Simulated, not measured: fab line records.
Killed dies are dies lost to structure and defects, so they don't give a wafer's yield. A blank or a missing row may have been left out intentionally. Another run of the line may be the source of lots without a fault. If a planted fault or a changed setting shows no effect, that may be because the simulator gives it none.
fab line records -- flow nand-harc
record lots=12, wafers=36, last-day=33
route steps=1302 shown A_DECK1_JOINT@542 A_ONON_D2@562 END@1302
lots that met no fault: taken from a fault-free run of the same line
start-h: the number of hours between the record's first day and the start of the first shown wafer of the lot -- wait-h: how many hours have passed since the lot's step before this one -- " as in the row above -- L1.1+2: several wafers, shown together as one row -- - no value, or no start was given -- * or withheld: withheld -- < > ~ a bound
route shown NAME@n: names a module that has steps shown in the file, with the first one's number in the route -- usual: the fault-free wafers' mean and standard deviation -- same: alike in all rows -- chamber/n: place in a boat -- sites: the reading at each site -- _std_site: the values' standard deviation -- _edge_site: the outer-site mean with the inner-site mean subtracted -- radius-mm: how far each site lies from the wafer's centre -- mask NAME#n: copy n -- behind: the most recent tool/chamber to have shaped the wafer -- hold: the reason the lot was held/the length of the hold in hours/how it ended -- device: which transistor (n, p or np) failed to switch -- end of line: tests run on the same wafers once the route is complete -- where a step has no rows: the recipe by itself -- killed: not the wafer's yield, but the dies lost to structure and defects at the first sort -- map: a wafer's dies, marking killed ones x, the rest . and places with no die _
set.NAME: the setting as run; set.NAME@STEP: as run at that earlier step -- model.NAME: the simulator's own value behind a step, which no gauge read
steps of the route over a sample of lots; a table a step, a row a wafer
services: from which hour (start-h, from the record's first day; less than 0 if before it) a tool's chamber was out of use, for how many hours, and why
## steps
# step NHARC_A_DECK1_JOINT_DEP_16
# recipe target-thk-a=450, temp-c=400, pressure-torr=6.5, rf-w=900, teos-flow-sccm=161.4, flow-sccm=2650, target-thk-nm=45, gas=O2, material=SiO2
# usual heater-power-w=561/90, showerhead-vpp-V=1849/92, susceptor-temp-C=400.01/0.21, throttle-valve-pct=15.9/0.41
lot.wafer,tool,chamber,start-h,wait-h,heater-power-w,showerhead-vpp-V,since-wet-clean-h,susceptor-temp-C,throttle-valve-pct
L948.3,pecvd-01,0,265.66,0.1,587,1731,122,400.16,15.7
L948.6,pecvd-01,2,265.66,0.1,644,1990,-,400.13,16.2
L948.5,pecvd-01,0,265.66,0.1,602,1773,-,399.86,15.7
L949.1,pecvd-02,0,277.88,0.1,410,1763,38,399.91,15.7
L949.5,pecvd-02,1,277.88,0.1,643,1807,-,399.98,16.2
L949.6,pecvd-02,0,277.88,0.1,409,1792,-,400.02,15.9
L952.2,pecvd-04,1,298.81,0.2,412,2050,16,400.04,16.1
L952.4,pecvd-04,0,298.81,0.2,591,1913,-,400.04,15.6
L952.6,pecvd-04,1,298.81,0.2,418,2059,-,399.77,16.4
L956.2,pecvd-02,1,351.36,0.1,602,1785,111,399.77,16.6
L956.6,pecvd-02,0,351.36,0.1,413,1816,-,400.02,16.0
L956.4,pecvd-02,2,351.36,0.1,617,1803,-,400.07,15.4
L957.1,pecvd-04,1,373.03,0.1,401,2016,91,399.85,16.5
L957.2,pecvd-04,2,373.03,0.1,569,1827,91,400.31,15.9
L957.4,pecvd-04,2,373.03,0.1,568,1807,-,400.09,15.8
L959.3,pecvd-02,0,378.79,0.1,473,1816,139,399.97,15.9
L959.1,pecvd-02,2,378.79,0.1,638,1808,139,400.11,15.4
L959.6,pecvd-02,2,378.79,0.1,641,1808,-,399.93,15.4
L961.1,pecvd-04,1,389.85,0.1,376,2082,108,400.56,16.7
L961.3,pecvd-04,2,389.85,0.1,482,1838,108,400.04,15.7
L961.4,pecvd-04,0,389.85,0.1,482,1952,-,400.07,16.0
L964.2,pecvd-02,2,440.62,0.1,706,1784,19,399.99,15.2
L964.1,pecvd-02,0,440.62,0.1,465,1781,19,400.41,15.9
L964.5,pecvd-02,2,440.62,0.1,688,1833,-,399.67,15.3
L966.2,pecvd-02,0,456.40,0.1,441,1786,35,400.60,15.8
L966.6,pecvd-02,1,456.40,0.1,661,1792,-,399.87,16.1
L966.4,pecvd-02,0,456.40,0.1,424,1794,-,400.44,16.1
L968.3,pecvd-01,1,474.20,0.1,570,1914,150,400.33,15.8
L968.5,pecvd-01,0,474.20,0.1,682,1763,-,399.94,16.2
L968.4,pecvd-01,2,474.20,0.1,663,1995,-,400.10,15.8
L969.3,pecvd-02,1,487.11,0.1,600,1806,66,400.30,16.3
L969.2,pecvd-02,2,487.11,0.1,669,1779,66,399.98,15.5
L969.6,pecvd-02,2,487.11,0.1,661,1804,-,400.29,15.2
L971.5,pecvd-02,0,498.81,0.2,437,1779,-,399.88,16.0
L971.6,pecvd-02,1,498.81,0.2,656,1803,-,399.86,16.5
L971.4,pecvd-02,2,498.81,0.2,693,1779,-,400.24,15.2
# step NHARC_A_DECK1_JOINT_THK_MEAS_17
# recipe thk-meas-gauge=ellipsometry
# usual thk-nm=44.8/1.1
lot.wafer,tool,chamber,start-h,wait-h,thk-nm
L948.3,film-metro-02,-,265.91,0.2,45.5
L948.5,film-metro-02,-,265.91,0.2,43.4
L948.6,film-metro-02,-,265.91,0.2,45.6
L949.1,film-metro-02,-,278.10,0.2,44.7
L949.5,film-metro-02,-,278.10,0.2,45.5
L949.6,film-metro-02,-,278.10,0.2,43.8
L952.2,film-metro-01,-,299.03,0.2,44.5
L952.4,film-metro-01,-,299.03,0.2,43.9
L952.6,film-metro-01,-,299.03,0.2,45.8
L956.2,film-metro-01,-,351.61,0.2,41.2
L956.4,film-metro-01,-,351.61,0.2,44.1
L956.6,film-metro-01,-,351.61,0.2,45.8
L957.1,film-metro-01,-,373.28,0.2,47.1
L957.2,film-metro-01,-,373.28,0.2,44.2
L957.4,film-metro-01,-,373.28,0.2,46.6
L959.1,film-metro-01,-,379.07,0.2,45.9
L959.3,film-metro-01,-,379.07,0.2,45.5
L959.6,film-metro-01,-,379.07,0.2,45.8
L961.1,film-metro-01,-,390.10,0.2,46.4
L961.3,film-metro-01,-,390.10,0.2,46.2
L961.4,film-metro-01,-,390.10,0.2,45.8
L964.1,film-metro-02,-,440.90,0.2,45.1
L964.2,film-metro-02,-,440.90,0.2,43.3
L964.5,film-metro-02,-,440.90,0.2,45.7
L966.2,film-metro-02,-,456.62,0.2,45.5
L966.4,film-metro-02,-,456.62,0.2,45.8
L966.6,film-metro-02,-,456.62,0.2,44.8
L968.3,film-metro-02,-,474.45,0.2,44.4
L968.4,film-metro-02,-,474.45,0.2,44.3
L968.5,film-metro-02,-,474.45,0.2,45.0
L969.2,film-metro-02,-,487.36,0.2,45.2
L969.3,film-metro-02,-,487.36,0.2,44.4
L969.6,film-metro-02,-,487.36,0.2,44.4
L971.4,film-metro-02,-,499.01,0.1,45.7
L971.5,film-metro-02,-,499.01,0.1,44.1
L971.6,film-metro-02,-,499.01,0.1,43.9
# step NHARC_A_ONON_D2_DEP_25
# recipe target-thk-a=10000, n2-flow-sccm=2750, n2o-flow-sccm=2000, nh3-flow-sccm=500, sih4-flow-sccm=210, temp-c=400
# usual susceptor-temp-C=400.03/0.24
lot.wafer,tool,chamber,start-h,wait-h,susceptor-temp-C
L948.3,pecvd-onon-02,0,277.81,0.2,400.26
L948.5,pecvd-onon-02,0,277.81,0.2,399.75
L948.6,pecvd-onon-02,0,277.81,0.2,399.88
L949.1,pecvd-onon-04,0,289.94,0.1,399.20
L949.5,pecvd-onon-04,0,289.94,0.1,399.68
L949.6,pecvd-onon-04,0,289.94,0.1,399.83
L952.2,pecvd-onon-04,0,310.94,0.1,400.40
L952.4,pecvd-onon-04,0,310.94,0.1,400.01
L952.6,pecvd-onon-04,0,310.94,0.1,399.84
L956.2,pecvd-onon-04,0,363.48,0.1,399.77
L956.4,pecvd-onon-04,0,363.48,0.1,399.85
L956.6,pecvd-onon-04,0,363.48,0.1,399.94
L959.1,pecvd-onon-02,0,387.93,0.1,399.76
L959.3,pecvd-onon-02,0,387.93,0.1,399.86
L959.6,pecvd-onon-02,0,387.93,0.1,399.79
L957.1,pecvd-onon-04,0,387.97,0.1,399.90
L957.2,pecvd-onon-04,0,387.97,0.1,399.60
L957.4,pecvd-onon-04,0,387.97,0.1,399.37
L961.1,pecvd-onon-04,0,400.89,0.1,400.68
L961.3,pecvd-onon-04,0,400.89,0.1,400.22
L961.4,pecvd-onon-04,0,400.89,0.1,400.40
L964.1,pecvd-onon-02,0,452.44,0.1,399.67
L964.2,pecvd-onon-02,0,452.44,0.1,399.81
L964.5,pecvd-onon-02,0,452.44,0.1,400.01
L966.2,pecvd-onon-04,0,468.14,0.1,399.96
L966.4,pecvd-onon-04,0,468.14,0.1,400.07
L966.6,pecvd-onon-04,0,468.14,0.1,400.00
L968.3,pecvd-onon-04,0,485.99,0.2,399.84
L968.4,pecvd-onon-04,0,485.99,0.2,400.01
L968.5,pecvd-onon-04,0,485.99,0.2,399.92
L969.2,pecvd-onon-01,0,498.85,0.1,400.17
L969.3,pecvd-onon-01,0,498.85,0.1,400.24
L969.6,pecvd-onon-01,0,498.85,0.1,400.07
L971.4,pecvd-onon-04,0,511.31,0.2,400.10
L971.5,pecvd-onon-04,0,511.31,0.2,400.35
L971.6,pecvd-onon-04,0,511.31,0.2,400.29
# step NHARC_A_ONON_D2_THK_MEAS_27
# recipe thk-meas-gauge=ellipsometry
# usual thk-nm=999/13
lot.wafer,tool,chamber,start-h,wait-h,hold,thk-nm
L948.3,film-metro-01,-,278.23,-,-,1008
L948.5,film-metro-01,-,278.23,-,-,1008
L948.6,film-metro-01,-,278.23,-,-,1006
L949.1,film-metro-01,-,290.45,-,-,996
L949.5,film-metro-01,-,290.45,-,-,995
L949.6,film-metro-01,-,290.45,-,-,995
L952.2,film-metro-02,-,311.39,-,-,1000
L952.4,film-metro-02,-,311.39,-,-,1000
L952.6,film-metro-02,-,311.39,-,-,1000
L956.2,film-metro-01,-,363.93,-,-,971
L956.4,film-metro-01,-,363.93,-,-,968
L956.6,film-metro-01,-,363.93,-,-,968
L959.1,film-metro-01,-,388.44,-,-,1016
L959.3,film-metro-01,-,388.44,-,-,1015
L959.6,film-metro-01,-,388.44,-,-,1017
L957.1,film-metro-01,-,388.48,-,await-dispo/0.2h/release,715
L957.2,film-metro-01,-,388.48,-,await-dispo/0.2h/release,1013
L957.4,film-metro-01,-,388.48,-,await-dispo/0.2h/release,1012
L957.1,film-metro-01,-,388.65,0.2,-,714
L957.2,film-metro-01,-,388.65,0.2,-,1012
L957.4,film-metro-01,-,388.65,0.2,-,1013
L961.1,film-metro-01,-,401.39,-,await-dispo/0.2h/release,715
L961.3,film-metro-01,-,401.39,-,await-dispo/0.2h/release,1014
L961.4,film-metro-01,-,401.39,-,await-dispo/0.2h/release,1013
L961.1,film-metro-01,-,401.56,0.2,-,715
L961.3,film-metro-01,-,401.56,0.2,-,1014
L961.4,film-metro-01,-,401.56,0.2,-,1013
L964.1,film-metro-02,-,452.95,-,-,998
L964.2,film-metro-02,-,452.95,-,-,996
L964.5,film-metro-02,-,452.95,-,-,999
L966.2,film-metro-01,-,468.60,-,-,1021
L966.4,film-metro-01,-,468.60,-,-,1023
L966.6,film-metro-01,-,468.60,-,-,1022
L968.3,film-metro-01,-,486.40,-,-,1005
L968.4,film-metro-01,-,486.40,-,-,1004
L968.5,film-metro-01,-,486.40,-,-,1004
L969.2,film-metro-02,-,499.30,-,-,1001
L969.3,film-metro-02,-,499.30,-,-,1001
L969.6,film-metro-02,-,499.30,-,-,1000
L971.4,film-metro-02,-,511.65,-,-,994
L971.5,film-metro-02,-,511.65,-,-,992
L971.6,film-metro-02,-,511.65,-,-,995
# step NHARC_A_ONON_D2_INSPECT_32
# usual raw-defect-count=363/140
lot.wafer,tool,chamber,start-h,wait-h,raw-defect-count
L948.3,defect-inspect-02,-,279.33,0.0,329
L948.5,defect-inspect-02,-,279.33,0.0,379
L948.6,defect-inspect-02,-,279.33,0.0,356
L949.1,defect-inspect-01,-,291.58,0.0,308
L949.5,defect-inspect-01,-,291.58,0.0,410
L949.6,defect-inspect-01,-,291.58,0.0,428
L952.2,defect-inspect-02,-,312.48,0.0,434
L952.4,defect-inspect-02,-,312.48,0.0,520
L952.6,defect-inspect-02,-,312.48,0.0,419
L956.2,defect-inspect-01,-,365.03,0.0,372
L956.4,defect-inspect-01,-,365.03,0.0,229
L956.6,defect-inspect-01,-,365.03,0.0,204
L959.1,defect-inspect-01,-,389.56,0.0,417
L959.3,defect-inspect-01,-,389.56,0.0,151
L959.6,defect-inspect-01,-,389.56,0.0,194
L957.1,defect-inspect-02,-,394.16,0.0,288
L957.2,defect-inspect-02,-,394.16,0.0,329
L957.4,defect-inspect-02,-,394.16,0.0,475
L961.1,defect-inspect-01,-,407.11,0.0,483
L961.3,defect-inspect-01,-,407.11,0.0,417
L961.4,defect-inspect-01,-,407.11,0.0,261
L964.1,defect-inspect-01,-,454.05,0.0,177
L964.2,defect-inspect-01,-,454.05,0.0,299
L964.5,defect-inspect-01,-,454.05,0.0,299
L966.2,defect-inspect-02,-,469.70,0.0,228
L966.4,defect-inspect-02,-,469.70,0.0,335
L966.6,defect-inspect-02,-,469.70,0.0,341
L968.3,defect-inspect-01,-,487.53,0.0,350
L968.4,defect-inspect-01,-,487.53,0.0,650
L968.5,defect-inspect-01,-,487.53,0.0,628
L969.2,defect-inspect-02,-,500.67,0.0,448
L969.3,defect-inspect-02,-,500.67,0.0,281
L969.6,defect-inspect-02,-,500.67,0.0,605
L971.4,defect-inspect-01,-,512.75,0.0,333
L971.5,defect-inspect-01,-,512.75,0.0,264
L971.6,defect-inspect-01,-,512.75,0.0,332
# step NHARC_END_SORT_01
# recipe temp-c=25
# usual killed-at-array=52/19, killed-at-other=1.0/1.2, killed-at-periphery=4.1/2.8, killed-dies=57/19, killed-open=3.1/1.7, killed-short=2.5/1.5
# same gross-dies=677
lot.wafer,tool,chamber,start-h,wait-h,hold,killed-at-array,killed-at-other,killed-at-periphery,killed-dies,killed-open,killed-short
L948.3,prober-01,0,550.81,3.1,-,88,0,1,89,3,2
L948.5,prober-01,0,552.42,3.7,-,70,0,8,78,3,3
L948.6,prober-01,0,553.23,4.0,-,72,0,4,76,2,4
L952.2,prober-01,0,585.91,2.8,-,33,1,1,35,2,2
L952.4,prober-01,0,587.48,3.4,-,59,0,4,63,3,2
L952.6,prober-01,0,589.05,3.9,-,47,1,4,52,2,2
L956.2,prober-01,0,643.79,2.8,-,27,0,6,33,1,1
L956.4,prober-01,0,645.39,3.4,-,36,0,13,49,8,5
L956.6,prober-01,0,647.00,4.0,-,35,1,10,46,2,2
L957.1,prober-01,0,666.72,2.5,await-dispo/2.2h/release,672,0,5,677,4,4
L957.2,prober-01,0,667.51,2.8,await-dispo/2.2h/release,29,0,6,35,3,4
L957.4,prober-01,0,669.10,3.4,await-dispo/2.2h/release,19,1,1,21,3,2
L961.1,prober-01,0,682.56,2.5,await-dispo/2.7h/release,674,2,1,677,4,1
L961.3,prober-01,0,684.19,3.1,await-dispo/2.7h/release,76,4,3,83,2,0
L961.4,prober-01,0,685.01,3.4,await-dispo/2.7h/release,54,1,3,58,4,2
L964.1,prober-01,0,718.37,2.5,-,64,1,7,72,5,3
L964.2,prober-01,0,719.17,2.8,-,57,0,3,60,3,5
L964.5,prober-01,0,721.58,3.7,-,58,0,3,61,4,2
# killed by level:class
L948.3 A_CHANNEL_HOLE_D1:chamber-film-flake=36 A_CHANNEL_HOLE_D2:chamber-film-flake=26 A_SLIT:chamber-film-flake=12 A_ONON_D2:geometric-particle:open=2 A_CHANNEL_FILL_D1:chamber-film-flake=2 A_CHANNEL_FILL_D2:chamber-film-flake=2 A_STAIRCASE:chamber-film-flake=2 A_CONTACT:chamber-film-flake=2
L948.5 A_SLIT:chamber-film-flake=23 A_CHANNEL_HOLE_D1:chamber-film-flake=15 A_CHANNEL_HOLE_D2:chamber-film-flake=14 A_STAIRCASE:chamber-film-flake=7 P_GATE:chamber-film-flake=4 P_M2:chamber-film-flake=3 A_CHANNEL_FILL_D2:chamber-film-flake=2 A_CONTACT:chamber-film-flake=2
L948.6 A_CHANNEL_HOLE_D1:chamber-film-flake=25 A_CHANNEL_HOLE_D2:chamber-film-flake=17 A_SLIT:chamber-film-flake=9 A_CONTACT:chamber-film-flake=7 A_CHANNEL_FILL_D1:chamber-film-flake=3 A_CHANNEL_FILL_D2:chamber-film-flake=3 A_STAIRCASE:chamber-film-flake=3 P_GATE:chamber-film-flake=2
L952.2 A_CHANNEL_HOLE_D2:chamber-film-flake=19 A_CHANNEL_HOLE_D1:chamber-film-flake=3 A_STAIRCASE:chamber-film-flake=2 A_SLIT:chamber-film-flake=2 A_WL_FILL:chamber-film-flake=2 A_CHANNEL_FILL_D1:geometric-particle:open=1 A_DECK1_JOINT:geometric-particle:short=1 A_ONON_D2:geometric-particle:short=1
L952.4 A_CHANNEL_HOLE_D2:chamber-film-flake=42 A_SLIT:chamber-film-flake=5 A_WL_FILL:chamber-film-flake=4 A_CHANNEL_HOLE_D1:chamber-film-flake=2 A_STAIRCASE:chamber-film-flake=2 P_CONTACT:geometric-particle:short=1 P_M0:geometric-particle:open=1 A_CHANNEL_FILL_D1:geometric-particle:open=1
L952.6 A_CHANNEL_HOLE_D2:chamber-film-flake=30 A_SLIT:chamber-film-flake=4 A_WL_FILL:chamber-film-flake=3 A_CONTACT:chamber-film-flake=3 P_ZERO_WELL:chamber-film-flake=2 A_STAIRCASE:chamber-film-flake=2 P_CONTACT:geometric-particle:open=1 A_DECK1_JOINT:geometric-particle:short=1
L956.2 A_CHANNEL_HOLE_D2:chamber-film-flake=7 A_CONTACT:chamber-film-flake=7 P_ZERO_WELL:chamber-film-flake=3 A_CHANNEL_HOLE_D1:chamber-film-flake=3 A_WL_FILL:chamber-film-flake=3 A_SGD_CUT:chamber-film-flake=2 A_CHANNEL_FILL_D2:geometric-particle:open=1 A_WL_FILL:geometric-particle:short=1
L956.4 A_CHANNEL_HOLE_D2:chamber-film-flake=8 A_CHANNEL_HOLE_D1:chamber-film-flake=5 P_GATE:chamber-film-flake=4 P_BONDPAD:chamber-film-flake=4 A_CHANNEL_FILL_D2:chamber-film-flake=4 A_CHANNEL_FILL_D2:geometric-particle:short=3 A_CONTACT:chamber-film-flake=3 A_ONON_D1:geometric-particle:open=2
L956.6 A_CONTACT:chamber-film-flake=10 A_CHANNEL_HOLE_D1:chamber-film-flake=6 A_CHANNEL_HOLE_D2:chamber-film-flake=6 P_GATE:chamber-film-flake=4 P_BONDPAD:chamber-film-flake=4 A_SGD_CUT:chamber-film-flake=3 P_ZERO_WELL:chamber-film-flake=2 A_ZERO_WELL:chamber-film-flake=2
L957.1 A_ONON_D2:area-dep=648 A_CHANNEL_HOLE_D1:chamber-film-flake=4 A_CONTACT:chamber-film-flake=4 A_CHANNEL_HOLE_D2:chamber-film-flake=3 A_WL_FILL:geometric-particle:short=2 A_BLC:geometric-particle:open=2 P_STI:chamber-film-flake=2 P_GATE:chamber-film-flake=2
L957.2 A_CHANNEL_HOLE_D1:chamber-film-flake=12 A_CHANNEL_HOLE_D2:chamber-film-flake=4 A_CONTACT:chamber-film-flake=4 P_CONTACT:geometric-particle:open=2 P_CONTACT:geometric-particle:short=1 P_M1:geometric-particle:short=1 A_ONON_D1:geometric-particle:short=1 A_CONTACT:geometric-particle:open=1
L957.4 A_CHANNEL_HOLE_D1:chamber-film-flake=10 A_CONTACT:chamber-film-flake=3 P_M2:geometric-particle:open=1 A_SOURCE_PLATE:geometric-particle:open=1 A_CHANNEL_HOLE_D1:geometric-particle:short=1 A_CHANNEL_FILL_D2:geometric-particle:short=1 A_CHANNEL_FILL_D2:geometric-particle:open=1 A_CHANNEL_HOLE_D2:chamber-film-flake=1
L961.1 A_ONON_D2:area-dep=592 A_SLIT:chamber-film-flake=43 A_CHANNEL_HOLE_D1:chamber-film-flake=25 A_CHANNEL_HOLE_D2:chamber-film-flake=5 HYBRID_BOND:chamber-film-flake=2 A_CONTACT:chamber-film-flake=2 A_ONON_D2:geometric-particle:open=1 A_ONON_D2:geometric-particle:short=1
L961.3 A_CHANNEL_HOLE_D1:chamber-film-flake=32 A_SLIT:chamber-film-flake=24 A_CHANNEL_HOLE_D2:chamber-film-flake=12 A_CONTACT:chamber-film-flake=4 HYBRID_BOND:chamber-film-flake=2 THIN_TSV:chamber-film-flake=2 P_CONTACT:geometric-particle:open=1 A_CHANNEL_FILL_D2:geometric-particle:open=1
L961.4 A_CHANNEL_HOLE_D1:chamber-film-flake=22 A_SLIT:chamber-film-flake=11 A_CHANNEL_HOLE_D2:chamber-film-flake=10 A_DECK1_JOINT:chamber-film-flake=3 A_CONTACT:chamber-film-flake=3 P_GATE:chamber-film-flake=2 P_M0:geometric-particle:open=1 A_ONON_D1:geometric-particle:short=1
L964.1 A_SLIT:chamber-film-flake=32 A_CHANNEL_HOLE_D2:chamber-film-flake=12 A_WL_FILL:chamber-film-flake=5 A_CHANNEL_FILL_D1:chamber-film-flake=4 A_CONTACT:chamber-film-flake=3 A_SGD_CUT:geometric-particle:short=2 P_GATE:chamber-film-flake=2 P_STI:geometric-particle:open=1
L964.2 A_CHANNEL_HOLE_D2:chamber-film-flake=14 A_SLIT:chamber-film-flake=13 A_CHANNEL_HOLE_D1:chamber-film-flake=11 A_STAIRCASE:chamber-film-flake=5 A_CONTACT:chamber-film-flake=3 A_ONON_D1:geometric-particle:short=2 P_GATE:chamber-film-flake=2 A_CHANNEL_FILL_D1:chamber-film-flake=2
L964.5 A_SLIT:chamber-film-flake=27 A_CHANNEL_HOLE_D2:chamber-film-flake=9 A_CHANNEL_HOLE_D1:chamber-film-flake=7 A_STAIRCASE:chamber-film-flake=4 A_CONTACT:chamber-film-flake=3 A_WL_FILL:chamber-film-flake=2 P_CONTACT:geometric-particle:short=1 P_M0:geometric-particle:open=1
## services
tool,chamber,start-h,hours,kind
pecvd-04,-,269.37,13.0,pm
pecvd-04,0,269.37,13.0,vent-cycle
pecvd-onon-01,-,269.43,13.0,pm
pecvd-onon-01,-,289.30,7.6,repair
pecvd-02,2,297.35,2.5,repair
pecvd-onon-04,-,311.23,13.0,pm
pecvd-01,-,311.40,13.0,pm
pecvd-04,-,334.11,0.2,repair
pecvd-onon-01,-,355.08,1.0,repair
pecvd-onon-02,-,366.48,13.0,pm
pecvd-onon-01,-,401.36,1.4,repair
pecvd-02,-,408.29,13.0,pm
pecvd-02,0,408.29,13.0,vent-cycle
pecvd-02,1,408.29,13.0,vent-cycle
pecvd-02,2,408.29,13.0,vent-cycle
pecvd-02,0,421.29,-,clean
pecvd-02,1,421.29,-,clean
pecvd-02,2,421.29,-,clean
pecvd-01,0,430.96,3.2,repair
pecvd-04,-,450.37,13.0,pm
pecvd-onon-01,-,450.43,13.0,pm
pecvd-01,-,468.72,4.3,repair
pecvd-onon-04,-,492.23,13.0,pm
pecvd-01,-,492.40,13.0,pm
## key
first-sign step=NHARC_A_ONON_D2_THK_MEAS_27, reading=visit, direction=added
effect step=NHARC_A_ONON_D2_THK_MEAS_27, reading=thk-nm, direction=down, sigmas=23, usual=999, struck=715
effect step=NHARC_END_SORT_01, reading=killed-dies, direction=up, sigmas=33, usual=57, struck=677
more-kills-born-at NHARC_A_ONON_D2_DEP_25@pecvd-onon-04=1240
met-at NHARC_A_ONON_D2_DEP_25
struck-lots L957,L961
struck-wafers L957.1,L961.1
later-rows-left-out L957.1,L961.1
tester-left-out L957,L961
not-acting-at NHARC_A_DECK1_JOINT_DEP_16,NHARC_A_DECK1_JOINT_THK_MEAS_17,NHARC_A_ONON_D2_INSPECT_32
onset-between 363.48 387.97
fault kind=process-parameter-drift, tool=pecvd-onon-04, chamber=-, onset-h=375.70, steps=NHARC_A_ONON_D2_DEP_25, channel=target-thk-a, offset=*, shape=step, end-h=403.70, scope=struck-wafers-only, acts-in=*, stated=*
# tester-left-out: of these lots the tester's yield and bins aren't shown, on N5 and GAA mostly nor the transistor test; their killed dies are dies lost to structure and defects alone, not to doping, threshold or leakage, so they don't give the yield
# later-rows-left-out: the simulator's readings of these wafers behind a module that went badly wrong aren't trusted and aren't shown, but for the sort
